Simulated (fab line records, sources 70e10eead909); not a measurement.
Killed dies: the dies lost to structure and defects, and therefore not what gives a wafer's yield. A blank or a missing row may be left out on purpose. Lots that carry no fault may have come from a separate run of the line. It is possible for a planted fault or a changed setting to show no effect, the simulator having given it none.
Which tool is to blame? | flow nand-harc | 39 wafers from 13 lots sampled at 6 of the route's 1159 steps

== WHAT THE GAUGES SHOWED, per wafer ==
NHARC_P_STI_CD_MEAS_16.
lot  | measured    | on        | cd-nm (nm)
L391 | day 2 14:55 | cd-sem-01 | 203.1 196.8 194.7
L392 | day 2 15:05 | cd-sem-03 | 198.1 195.5 191.8
L394 | day 3 02:50 | cd-sem-03 | 197.6 199.2 202.6
L395 | day 3 12:34 | cd-sem-03 | 195.5 198.5 196.5
L396 | day 3 19:04 | cd-sem-03 | 197.5 199.5 202.0
L403 | day 5 12:16 | cd-sem-01 | 196.7 195.8 199.1
L406 | day 6 05:41 | cd-sem-02 | 198.7 201.0 199.3
L407 | day 6 11:59 | cd-sem-02 | 202.2 200.3 203.3
L409 | day 7 00:25 | cd-sem-01 | 197.3 198.3 194.1
L411 | day 7 08:33 | cd-sem-02 | 196.7 197.4 201.2
L410 | day 7 08:42 | cd-sem-01 | 196.6 195.3 195.6
L412 | day 7 20:09 | cd-sem-03 | 199.6 197.4 201.2
L413 | day 8 01:04 | cd-sem-02 | 201.0 197.3 199.2

NHARC_P_STI_OCD_MEAS_17.
lot  | measured    | on     | trench-depth-nm (nm) | trench-foot-cd-nm (nm)
L391 | day 2 15:01 | ocd-02 | 309 302 294          | 157.8 157.0 155.9
L392 | day 2 15:11 | ocd-01 | 298 311 305          | 157.3 151.5 150.9
L394 | day 3 02:56 | ocd-02 | 306 310 297          | 157.8 153.9 160.0
L395 | day 3 12:40 | ocd-01 | 298 301 303          | 154.8 156.0 155.1
L396 | day 3 19:10 | ocd-01 | 301 297 299          | 155.9 158.3 156.8
L403 | day 5 12:21 | ocd-01 | 307 304 296          | 154.6 155.1 154.6
L406 | day 6 05:47 | ocd-02 | 308 296 309          | 155.0 161.4 155.3
L407 | day 6 12:04 | ocd-02 | 295 305 284          | 160.3 156.1 162.5
L409 | day 7 00:30 | ocd-02 | 298 296 294          | 155.4 155.1 153.1
L411 | day 7 08:38 | ocd-01 | 294 312 301          | 155.9 154.0 159.8
L410 | day 7 08:47 | ocd-02 | 303 309 297          | 156.2 153.5 155.7
L412 | day 7 20:14 | ocd-01 | 296 302 293          | 160.3 155.8 160.1
L413 | day 8 01:09 | ocd-01 | 295 300 306          | 159.2 156.2 155.9

NHARC_P_GATE_CD_MEAS_59: the cd target is 720 nm.
lot  | measured     | on        | cd-nm (nm)
L391 | day 5 10:34  | cd-sem-03 | 717.1 717.8 717.0
L392 | day 5 10:20  | cd-sem-03 | 716.6 716.7 715.8
L394 | day 5 22:59  | cd-sem-02 | 718.1 718.8 719.0
L395 | day 6 07:46  | cd-sem-01 | - - -
L396 | day 6 07:35  | cd-sem-02 | 719.6 719.6 718.3
L403 | day 8 16:59  | cd-sem-01 | 719.6 719.5 719.6
L406 | day 8 16:11  | cd-sem-03 | 718.5 719.4 718.4
L407 | day 9 06:10  | cd-sem-01 | 716.7 718.8 718.6
L409 | day 9 21:56  | cd-sem-02 | 720.2 716.6 718.5
L411 | day 9 22:48  | cd-sem-02 | 717.8 718.4 717.6
L410 | day 9 23:35  | cd-sem-03 | 718.9 717.6 716.2
L412 | day 10 14:04 | cd-sem-03 | 718.6 720.7 717.7
L413 | day 10 14:28 | cd-sem-01 | 716.6 717.8 716.6

NHARC_END_SORT_01.
lot  | measured     | on        | killed-at-array | killed-at-other | killed-at-periphery | killed-dies | killed-open | killed-short
L395 | day 20 09:41 | prober-02 | 15 21 25        | 2 0 3           | 660 656 649         | 677 677 677 | 1 4 3       | 0 1 2

== EACH LOT AND THE TOOL THAT RAN IT (in order: tool; ch and the chambers of the sampled wafers; start) ==
lot  | NHARC_P_GATE_DESCUM_48             | NHARC_P_GATE_EXPOSE_56
L391 | rie-diel-01 ch 0,1,2, day 5 08:56  | krf-scanner-02 ch 0, day 5 10:25
L392 | rie-diel-01 ch 0,1,2, day 5 08:46  | krf-scanner-02 ch 0, day 5 10:10
L394 | rie-diel-13 ch 0,2,3, day 5 21:23  | krf-scanner-04 ch 0, day 5 22:50
L395 | rie-diel-13 ch 2,3, day 6 06:13    | krf-scanner-02 ch 0, day 6 07:36
L396 | rie-diel-13 ch 0,1, day 6 05:59    | krf-scanner-02 ch 0, day 6 07:25
L403 | rie-diel-01 ch 0,2,3, day 8 15:09  | krf-scanner-02 ch 0, day 8 16:49
L406 | rie-diel-13 ch 1,2, day 8 14:43    | krf-scanner-04 ch 0, day 8 16:02
L407 | rie-diel-01 ch 2,3, day 9 04:13    | krf-scanner-02 ch 0, day 9 06:01
L409 | rie-diel-03 ch 2,3, day 9 20:20    | krf-scanner-01 ch 0, day 9 21:47
L411 | rie-diel-13 ch 0,1,2, day 9 21:11  | krf-scanner-02 ch 0, day 9 22:39
L410 | rie-diel-13 ch 0,1,2, day 9 22:01  | krf-scanner-04 ch 0, day 9 23:26
L412 | rie-diel-13 ch 1,2, day 10 12:28   | krf-scanner-01 ch 0, day 10 13:54
L413 | rie-diel-13 ch 0,1,2, day 10 12:52 | krf-scanner-02 ch 0, day 10 14:19
- NHARC_P_GATE_DESCUM_48: chemistry O2, time 3 s.
- NHARC_P_GATE_EXPOSE_56: exposes mask P PSD, target cd 720 nm.

== WHAT THE TOOLS THEMSELVES READ (means of the sampled wafers that have a number; where no wafer has one, the mark that the record gives instead) ==
NHARC_P_GATE_DESCUM_48.
lot  | tool        | drypump-motor-current-A (A) | oes-product-au (a.u.) | rf-vpp-V (V) | showerhead-plenum-p-Torr (Torr) | throttle-valve-pct (%)
L391 | rie-diel-01 | 5.8                         | 0.990                 | 57.3         | 1.87                            | 11.321
L392 | rie-diel-01 | 5.8                         | 0.995                 | 57.8         | 1.87                            | 11.308
L394 | rie-diel-13 | 5.6                         | 1.008                 | 57.7         | 1.80                            | 11.305
L395 | rie-diel-13 | 5.5                         | 0.994                 | 57.3         | 1.78                            | 11.316
L396 | rie-diel-13 | 6.1                         | 1.008                 | 58.1         | 1.90                            | 11.312
L403 | rie-diel-01 | 5.7                         | 0.991                 | 58.1         | 1.94                            | 11.306
L406 | rie-diel-13 | 5.9                         | 0.998                 | 57.2         | 1.93                            | 11.314
L407 | rie-diel-01 | 5.9                         | 0.984                 | 57.4         | 2.03                            | 11.312
L409 | rie-diel-03 | 5.5                         | 1.020                 | 57.5         | 1.95                            | 11.302
L411 | rie-diel-13 | 5.9                         | 1.008                 | 57.7         | 1.88                            | 11.319
L410 | rie-diel-13 | 5.9                         | 1.002                 | 57.4         | 1.88                            | 11.311
L412 | rie-diel-13 | 5.9                         | 0.992                 | 58.1         | 1.93                            | 11.312
L413 | rie-diel-13 | 5.9                         | 1.004                 | 57.5         | 1.88                            | 11.317

== THE ANSWER, worked out from the rows above alone ==
Rule: usual is defined by the lots themselves. The widest of any qualifying gaps counts: lots, ordered by their means at a reading, are off when they make up no more than a third of the lots, leave a main group of 4 or more, and stand apart from it by 3 or more times the standard deviation of that group's means. A main group whose means are all the same, to the digits that the tables above print for the reading, isn't used. Also off: a lot with no number at a reading for which 4 or more lots have one. Where the step has rows for the other lots, those lots are counted as sound. The gauges are gone through in route order, then the tools' own readings, and for those a lot's mean is taken as printed above. At the first step where some lot is off, the reading lying furthest off is the one used; lots without a number count as furthest.
Off: L395 (NHARC_P_GATE_CD_MEAS_59, cd-nm). Without a number there: L395. The main group: mean 718.1 nm, standard deviation 0.92.
A tool fits if, at a process step before that reading, it ran every lot that is off, and no sound lot after the first of them. Gauges at NHARC_P_GATE_CD_MEAS_59: tried the same way as those tools. No candidate that was tried fits.

== WHAT THE SIMULATOR PUT IN ==
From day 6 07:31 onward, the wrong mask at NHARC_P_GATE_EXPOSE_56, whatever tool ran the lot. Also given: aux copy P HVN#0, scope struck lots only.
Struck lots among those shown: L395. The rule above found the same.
